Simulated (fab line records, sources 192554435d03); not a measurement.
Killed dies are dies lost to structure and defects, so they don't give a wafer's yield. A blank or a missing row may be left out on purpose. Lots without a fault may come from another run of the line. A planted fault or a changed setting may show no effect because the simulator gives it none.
fab line records | flow n5_finfet
record lots=8 wafers=24 last_day=17
route steps=1938 shown SDB@356 BEOL_M4@1111
lots that met no fault: from a run of the same line without faults
start_h: hours from the record's first day to the start of the lot's first wafer shown | wait_h: hours since the lot's step before | " the same as in the row above | L1.1+2: a row that stands for several wafers | - no value, or no start given | * or withheld: withheld | < > ~ a bound
route shown NAME@n: a module of which the file shows steps, and the number in the route of the first | usual: mean/standard deviation of fault-free wafers | same: alike in all rows | chamber/n: place in a boat | sites: the reading at each site | _std_site: their standard deviation | _edge_site: outer sites' mean less inner sites' | radius_mm: how far each site lies from the wafer's centre | mask NAME#n: copy n | behind: the tool/chamber that last shaped the wafer | hold: why the lot was held/for how many hours/how that ended | device: the transistor (n, p or np) that didn't switch | end of line: the same wafers' tests at the end of the route | a step without rows: its recipe alone | killed: dies lost to structure and defects at the first sort, not the wafer's yield | map: a wafer's dies, x killed, . not, _ none there
set.NAME: the setting as run; set.NAME@STEP: as run at that earlier step | model.NAME: the simulator's own value behind a step, which no gauge read
steps of the route over a sample of lots; a table a step, a row a wafer
services: from which hour (start_h, from the record's first day; less than 0 if before it) a tool's chamber was out of use, for how many hours, and why
## steps
# step N5_SDB_CD_MEAS_11
# recipe target_cd_nm=50 landing_energy_ev=500 detector=se_inlens polarity=opening
# usual cd_nm=50.1/0.85
# columns lot.wafer tool chamber start_h wait_h cd_nm
L968.1 cd_sem-02 0 79.16 - 50.6
L968.4 " 0 " " 50.5
L968.5 " 0 " " 50.9
L972.1 cd_sem-01 0 104.04 - 49.6
L972.2 " 0 " " 49.0
L972.6 " 0 " " 50.4
L973.2 cd_sem-02 0 108.86 - 50.7
L973.4 " 0 " " 49.4
L973.5 " 0 " " 48.8
L974.3 cd_sem-01 0 125.28 - 49.8
L974.4 " 0 " " 50.1
L974.5 " 0 " " 50.6
L975.1 cd_sem-02 0 127.33 - 49.5
L975.3 " 0 " " 48.5
L975.5 " 0 " " 50.2
L977.2 cd_sem-02 0 138.14 - 48.8
L977.4 " 0 " " 49.9
L977.5 " 0 " " 50.1
L978.2 cd_sem-03 0 145.32 - 50.1
L978.4 " 0 " " 51.4
L978.6 " 0 " " 48.9
L986.2 cd_sem-03 0 191.66 - 48.4
L986.3 " 0 " " 48.5
L986.5 " 0 " " 49.1
# step N5_SDB_STRIP_21
# recipe chemistry=CF4 resist=SiARC power_w=300 bias_power_w=75 pressure_mtorr=50 cf4_flow_sccm=150 rf_frequency_hz=6e+07
# usual bias_power_w=74.99/0.21 drypump_motor_current_A=5.9/0.37 oes_product_au=0.74/0.056 rf_vpp_V=271.4/1.1 showerhead_plenum_p_Torr=1.81/0.039 throttle_valve_pct=13.72/0.14
# columns lot.wafer tool chamber start_h wait_h bias_power_w drypump_motor_current_A oes_product_au rf_hours_counter_h rf_vpp_V showerhead_plenum_p_Torr throttle_valve_pct
L968.1 rie_diel-03 3 80.52 0.0 74.94 6.1 0.71 203 271.0 1.78 13.72
L968.4 " 0 " " 74.83 5.5 0.70 194 271.9 1.85 13.58
L968.5 " 2 " " 75.01 5.8 0.74 - 270.8 1.79 13.70
L972.1 rie_diel-03 2 104.33 0.0 75.15 5.8 0.72 156 269.8 1.79 13.73
L972.2 " 1 " " 75.14 6.0 0.70 224 270.1 1.78 13.94
L972.6 " 1 " " 75.23 6.0 0.69 - 270.7 1.78 13.93
L973.2 rie_diel-03 3 109.15 0.0 74.54 6.2 0.71 210 271.3 1.78 13.73
L973.4 " 0 " " 74.54 5.5 0.70 205 271.5 1.85 13.62
L973.5 " 0 " " 75.10 5.5 0.70 - 272.2 1.85 13.62
L974.3 rie_diel-03 0 125.78 0.0 75.30 5.5 0.69 210 271.7 1.85 13.62
L974.4 " 3 " " 75.12 6.1 0.71 - 271.0 1.78 13.73
L974.5 " 1 " " 74.90 6.0 0.69 - 270.4 1.78 13.95
L975.1 rie_diel-04 3 128.04 0.0 75.04 6.0 0.70 234 270.4 1.78 13.74
L975.3 " 0 " " 74.70 5.4 0.70 208 270.4 1.78 13.62
L975.5 " 2 " " 74.97 5.2 0.74 - 273.2 1.79 13.82
L977.2 rie_diel-01 3 138.75 0.0 75.02 6.1 0.86 39 272.1 1.83 13.56
L977.4 " 2 " " 74.87 5.9 0.75 131 272.4 1.80 13.43
L977.5 " 2 " " 74.79 5.9 0.76 - 271.8 1.80 13.45
L978.2 rie_diel-01 0 145.86 0.0 75.05 6.4 0.89 19 274.0 1.91 13.54
L978.4 " 1 " " 75.12 6.6 0.72 188 271.6 1.79 13.86
L978.6 " 3 " " 75.10 6.1 0.86 - 272.1 1.83 13.57
L986.2 rie_diel-01 3 192.17 0.0 75.52 6.1 0.83 59 271.4 1.82 13.61
L986.3 " 2 " " 75.29 5.9 0.75 151 270.4 1.80 13.46
L986.5 " 0 " " 75.02 6.4 0.86 - 273.1 1.90 13.58
# step N5_SDB_HM_OPEN_20
# recipe chemistry=CH3F/O2 target=SiNx mask_material=SOC target_depth_a=240 stop_on=poly-Si over_etch_frac=0.4 ion_energy_ev=120 pressure_mtorr=30 source_w=395 bias_w=73 Ar_flow_sccm=150 CH3F_flow_sccm=30 O2_flow_sccm=20
# usual drypump_motor_current_A=5.9/0.38 mfc_ar_sccm=150.1/0.42 oes_ar_750_au=0.74/0.056 oes_f_703_au=0.74/0.055 oes_o_777_au=0.74/0.054 oes_product_au=0.61/0.046 over_etch_frac=0.4/0 rf_vpp_V=297/3.2 showerhead_plenum_p_Torr=2.01/0.047 throttle_valve_pct=16.45/0.13
# columns lot.wafer tool chamber start_h wait_h drypump_motor_current_A mfc_ar_sccm oes_ar_750_au oes_f_703_au oes_o_777_au oes_product_au over_etch_frac rf_hours_counter_h rf_vpp_V showerhead_plenum_p_Torr throttle_valve_pct
L968.1 rie_diel-03 3 80.54 0.0 6.2 150.7 0.72 0.72 0.72 0.59 0.4 204 300 1.97 16.38
L968.4 " 0 " " 5.5 150.3 0.72 0.72 0.71 0.58 0.4 194 294 2.07 16.30
L968.5 " 2 " " 5.8 149.7 0.74 0.72 0.73 0.61 0.4 - 297 1.99 16.42
L972.1 rie_diel-03 2 104.35 0.0 5.8 150.3 0.73 0.72 0.73 0.61 0.4 156 297 1.99 16.44
L972.2 " 1 " " 6.0 149.4 0.70 0.70 0.70 0.58 0.4 224 298 1.98 16.64
L972.6 " 1 " " 6.0 150.0 0.70 0.70 0.70 0.58 0.4 - 298 1.98 16.66
L973.2 rie_diel-03 3 109.17 0.0 6.1 150.4 0.71 0.71 0.71 0.58 0.4 210 300 1.97 16.40
L973.4 " 0 " " 5.5 150.1 0.70 0.71 0.71 0.58 0.4 205 294 2.06 16.32
L973.5 " 0 " " 5.5 150.8 0.71 0.71 0.71 0.58 0.4 - 293 2.06 16.32
L974.3 rie_diel-03 0 125.80 0.0 5.5 150.0 0.71 0.71 0.70 0.58 0.4 210 294 2.06 16.34
L974.4 " 3 " " 6.2 149.5 0.70 0.71 0.71 0.60 0.4 - 299 1.97 16.41
L974.5 " 1 " " 6.0 150.4 0.70 0.69 0.70 0.58 0.4 - 299 1.97 16.66
L975.1 rie_diel-04 3 128.06 0.0 6.0 149.9 0.71 0.71 0.70 0.56 0.4 234 293 1.97 16.44
L975.3 " 0 " " 5.4 150.2 0.71 0.69 0.70 0.58 0.4 208 299 1.98 16.32
L975.5 " 2 " " 5.1 150.2 0.75 0.75 0.74 0.60 0.4 - 291 2.00 16.60
L977.2 rie_diel-01 3 138.77 0.0 6.1 149.6 0.87 0.88 0.87 0.71 0.4 39 296 2.04 16.38
L977.4 " 2 " " 5.8 149.1 0.77 0.76 0.77 0.64 0.4 131 299 2.01 16.19
L977.5 " 2 " " 5.9 149.5 0.77 0.77 0.77 0.63 0.4 - 299 2.01 16.21
L978.2 rie_diel-01 0 145.88 0.0 6.5 150.2 0.90 0.88 0.88 0.73 0.4 19 305 2.13 16.36
L978.4 " 1 " " 6.6 149.5 0.73 0.73 0.73 0.62 0.4 188 296 1.99 16.58
L978.6 " 3 " " 6.1 150.4 0.86 0.87 0.86 0.73 0.4 - 297 2.04 16.36
L986.2 rie_diel-01 3 192.19 0.0 6.1 150.1 0.84 0.84 0.84 0.69 0.4 59 295 2.03 16.39
L986.3 " 2 " " 5.9 149.5 0.75 0.75 0.74 0.62 0.4 151 298 2.01 16.24
L986.5 " 0 " " 6.5 150.0 0.87 0.85 0.86 0.64 0.76633 - 304 2.12 16.35
# step N5_SDB_STRIP_22
# recipe chemistry=N2/H2 power_w=1000 temp_c=250 h2_frac=0.65 overash_fraction=0.3 pressure_mtorr=withheld n2_flow_sccm=1750 h2_flow_sccm=3250
# usual drypump_motor_current_A=5.83/0.053 h2_flow_sccm=3251/8.6 heater_power_w=356/40 oes_product_au=0.714/0.0044 strip_time_to_endpoint_s=96.29/0.28
# columns lot.wafer tool chamber start_h wait_h drypump_motor_current_A h2_flow_sccm heater_power_w oes_product_au rf_hours_counter_h strip_time_to_endpoint_s
L968.1 plasma_asher-02 1 80.62 0.1 5.76 3246 330 0.710 38 96.61
L968.4 " 0 " " 5.86 3258 405 0.713 - 96.34
L968.5 " 0 " " 5.87 3247 409 0.708 - 96.67
L972.1 plasma_asher-01 1 104.43 0.1 5.84 3246 308 0.709 92 96.63
L972.2 " 0 " " 5.81 3240 368 0.718 92 96.15
L972.6 " 1 " " 5.81 3245 304 0.717 - 96.39
L973.2 plasma_asher-02 1 109.25 0.1 5.74 3258 330 0.715 42 96.31
L973.4 " 0 " " 5.88 3235 410 0.713 - 96.40
L973.5 " 0 " " 5.86 3249 402 0.709 - 96.27
L974.3 plasma_asher-02 0 125.92 0.1 5.87 3240 414 0.703 - 96.09
L974.4 " 1 " " 5.81 3259 328 0.707 - 96.16
L974.5 " 1 " " 5.78 3250 335 0.715 - 96.13
L975.1 plasma_asher-02 0 128.14 0.1 5.89 3248 411 0.712 45 96.18
L975.3 " 0 " " 5.90 3267 400 0.712 - 96.40
L975.5 " 0 " " 5.87 3263 404 0.713 - 96.36
L977.2 plasma_asher-01 1 138.85 0.1 5.84 3253 298 0.711 98 96.13
L977.4 " 1 " " 5.81 3253 305 0.713 - 96.41
L977.5 " 0 " " 5.84 3261 353 0.722 - 96.48
L978.2 plasma_asher-02 0 145.96 0.1 5.92 3250 413 0.708 50 96.28
L978.4 " 1 " " 5.75 3250 332 0.716 - 96.10
L978.6 " 1 " " 5.80 3236 337 0.713 - 96.17
L986.2 plasma_asher-01 0 192.27 0.1 5.84 3249 366 0.713 107 96.33
L986.3 " 1 " " 5.88 3244 300 0.714 - 96.36
L986.5 " 0 " " 5.83 3252 370 0.708 - 92.23
# step N5_SDB_ETCH_25
# recipe chemistry=C4F6/O2 target=SiO2 target_depth_a=100 time_s=3.3 ion_energy_ev=250 mask_material=SiNx pressure_mtorr=30 source_w=345 bias_w=185 Ar_flow_sccm=300 C4F6_flow_sccm=10 O2_flow_sccm=10
# usual drypump_motor_current_A=5.9/0.44 mfc_ar_sccm=300.0/0.92 oes_ar_750_au=0.77/0.074 oes_f_703_au=0.77/0.073 oes_o_777_au=0.76/0.073 oes_product_au=0.77/0.079 rf_vpp_V=666/7.4 showerhead_plenum_p_Torr=2.88/0.068 throttle_valve_pct=21.26/0.14
# same time_s=3.3
# columns lot.wafer tool chamber start_h wait_h drypump_motor_current_A mfc_ar_sccm oes_ar_750_au oes_f_703_au oes_o_777_au oes_product_au rf_hours_counter_h rf_vpp_V showerhead_plenum_p_Torr throttle_valve_pct
L968.1 rie_diel-01 1 81.08 0.3 6.6 300.0 0.75 0.74 0.74 0.75 165 667 2.84 21.40
L968.4 " 1 " " 6.6 300.1 0.75 0.75 0.74 0.75 - 665 2.84 21.39
L968.5 " 2 " " 5.9 300.1 0.79 0.78 0.78 0.78 - 669 2.88 21.01
L972.1 rie_diel-04 3 104.66 0.0 6.1 299.5 0.71 0.71 0.71 0.70 228 654 2.81 21.20
L972.2 " 2 " " 5.2 298.6 0.75 0.75 0.74 0.74 164 654 2.85 21.45
L972.6 " 3 " " 6.1 299.7 0.70 0.71 0.71 0.70 - 655 2.81 21.21
L973.2 rie_diel-01 2 109.47 0.0 5.8 299.9 0.77 0.77 0.77 0.77 122 669 2.87 21.02
L973.4 " 3 " " 6.1 299.5 0.89 0.89 0.88 0.89 30 663 2.90 21.24
L973.5 " 2 " " 5.9 299.7 0.77 0.77 0.77 0.78 - 668 2.87 21.02
L974.3 rie_diel-03 3 126.26 0.2 6.1 300.4 0.72 0.71 0.71 0.72 215 673 2.80 21.17
L974.4 " 0 " " 5.5 299.1 0.70 0.71 0.70 0.70 - 657 2.93 21.11
L974.5 " 1 " " 6.0 300.0 0.69 0.69 0.69 0.70 - 669 2.81 21.48
L975.1 rie_diel-04 0 128.91 0.6 5.4 299.5 0.71 0.70 0.71 0.71 208 669 2.82 21.12
L975.3 " 2 " " 5.1 298.7 0.74 0.74 0.73 0.74 170 654 2.84 21.47
L975.5 " 2 " " 5.1 300.0 0.74 0.74 0.74 0.74 - 655 2.84 21.47
L977.2 rie_diel-04 2 139.50 0.5 5.2 300.3 0.74 0.74 0.72 0.74 175 653 2.84 21.46
L977.4 " 1 " " 5.7 301.5 0.79 0.79 0.78 0.78 124 668 2.96 21.35
L977.5 " 0 " " 5.4 300.9 0.70 0.70 0.70 0.70 - 670 2.82 21.13
L978.2 rie_diel-04 0 146.63 0.5 5.4 301.0 0.70 0.70 0.69 0.71 216 670 2.81 21.14
L978.4 " 3 " " 6.0 299.2 0.70 0.70 0.70 0.70 242 654 2.80 21.25
L978.6 " 3 " " 6.1 300.0 0.71 0.71 0.71 0.69 - 654 2.81 21.25
L986.2 rie_diel-03 0 192.66 0.2 5.5 301.0 0.69 0.69 0.69 0.69 231 659 2.92 21.15
L986.3 " 3 " " 6.1 301.1 0.70 0.69 0.69 0.69 241 672 2.79 21.19
L986.5 " 2 " " 5.8 299.9 0.70 0.69 0.69 0.71 - 664 2.82 21.29
# step N5_BEOL_M4_RC_MEAS_101
# usual DIBL_N=36.3/1.2 DIBL_P=36.7/1.5 IOFF_N=0.164/0.02 IOFF_P=0.214/0.024 ION_N=673/8.5 ION_P=461/5.9 SS_N=71.6/0.44 SS_P=73.3/0.55 VT_N=249.4/2.4 VT_P=-250.0/2.3
# columns lot.wafer tool chamber start_h wait_h DIBL_N[mV/V] DIBL_P[mV/V] IOFF_N[nA/um] IOFF_P[nA/um] ION_N[uA/um] ION_P[uA/um] SS_N[mV/dec] SS_P[mV/dec] VT_N[mV] VT_P[mV]
L968.1 prober-01 0 194.75 0.0 35.1 36.3 0.140 0.184 657 452 71.0 72.7 250.2 -253.4
L968.4 " 0 " " 34.0 34.5 0.123 0.166 662 454 71.6 72.7 251.7 -255.6
L968.5 " 0 " " 35.6 37.5 0.162 0.199 678 459 71.6 73.4 249.5 -253.3
L972.1 prober-01 0 203.66 0.0 36.4 36.7 0.144 0.225 652 459 70.8 73.0 252.7 -248.0
L972.2 " 0 " " 33.3 33.2 0.112 0.173 676 465 70.8 71.9 254.2 -249.8
L972.6 " 0 " " 35.5 35.5 0.134 0.205 669 464 71.2 72.8 252.9 -250.0
L973.2 prober-02 0 225.39 0.2 34.4 35.5 0.140 0.198 668 457 71.3 72.5 252.3 -248.4
L973.4 " 0 " " 36.3 37.5 0.174 0.229 675 464 71.7 73.4 248.8 -248.3
L973.5 " 0 " " 35.7 36.6 0.159 0.215 668 458 71.5 73.4 250.5 -249.8
L975.1 prober-01 0 232.24 0.0 36.3 37.8 0.171 0.235 689 472 71.7 73.8 245.1 -249.2
L975.3 " 0 " " 36.8 38.2 0.169 0.243 678 466 71.7 72.6 248.6 -249.1
L975.5 " 0 " " 36.5 37.6 0.159 0.227 676 464 71.7 73.7 250.6 -249.4
L977.2 prober-02 0 233.36 0.2 38.5 39.1 0.217 0.266 692 470 72.3 74.8 247.0 -248.6
L977.4 " 0 " " 36.8 37.5 0.172 0.242 673 459 72.2 74.5 250.8 -247.8
L977.5 " 0 " " 35.9 35.4 0.151 0.201 667 456 71.6 73.4 251.7 -251.3
L974.3 prober-01 0 234.01 0.3 36.1 37.7 0.172 0.219 683 464 71.6 73.4 248.2 -248.6
L974.4 " 0 " " 35.7 37.2 0.164 0.210 677 464 72.1 73.6 248.6 -251.2
L974.5 " 0 " " 37.2 39.5 0.199 0.248 689 465 72.6 75.0 244.6 -247.5
L978.2 prober-02 0 247.90 0.2 37.8 36.6 0.164 0.201 673 456 71.4 73.5 248.8 -251.1
L978.4 " 0 " " 36.2 35.0 0.148 0.183 663 451 71.5 73.3 250.9 -253.0
L978.6 " 0 " " 37.2 35.5 0.161 0.202 663 451 72.0 73.1 250.2 -249.0
L986.2 prober-02 0 286.32 0.2 38.6 37.3 0.201 0.240 679 465 71.2 73.5 245.6 -246.5
L986.3 " 0 " " 36.9 36.2 0.162 0.213 664 454 70.9 73.0 249.2 -248.0
L986.5 " 0 " " 39.0 37.4 0.196 0.229 666 460 71.8 73.7 246.6 -249.1
## services
# columns tool chamber start_h hours kind
rie_diel-04 - 59.15 0.5 repair
rie_diel-04 - 63.20 14.6 pm
rie_diel-01 0 73.23 - clean
rie_diel-01 0 73.23 - consumable_replace:focus_ring
rie_diel-01 0 73.23 - consumable_replace:showerhead
rie_diel-01 0 73.23 15.8 scheduled_down
rie_diel-01 0 73.23 15.8 vent_cycle
rie_diel-03 3 90.78 8.7 repair
rie_diel-03 2 120.65 6.2 repair
rie_diel-01 1 121.10 5.2 repair
rie_diel-03 0 155.80 6.7 repair
rie_diel-04 3 168.49 - clean
rie_diel-04 3 168.49 - consumable_replace:focus_ring
rie_diel-04 3 168.49 13.4 scheduled_down
rie_diel-04 3 168.49 13.4 vent_cycle
rie_diel-03 1 180.59 - clean
rie_diel-03 1 180.59 - consumable_replace:focus_ring
rie_diel-03 1 180.59 22.5 scheduled_down
rie_diel-03 1 180.59 22.5 vent_cycle
## key
first_sign step=N5_SDB_HM_OPEN_20 reading=over_etch_frac direction=up sigmas=99+ usual=0.4 struck=0.76633
effect step=N5_SDB_STRIP_22 reading=strip_time_to_endpoint_s direction=down sigmas=15 usual=* struck=*
met_at N5_SDB_HM_OPEN_20
struck_lots L986
struck_wafers L986.5
not_acting_at N5_SDB_CD_MEAS_11,N5_SDB_STRIP_21,N5_SDB_ETCH_25
onset_between 145.88 192.19
fault kind=process_parameter_drift tool=rie_diel-01 chamber=0 onset_h=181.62 steps=N5_SDB_HM_OPEN_20 channel=over_etch_frac offset=0.36633 shape=step end_h=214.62 acts_in=these_recipes_only stated=0.4
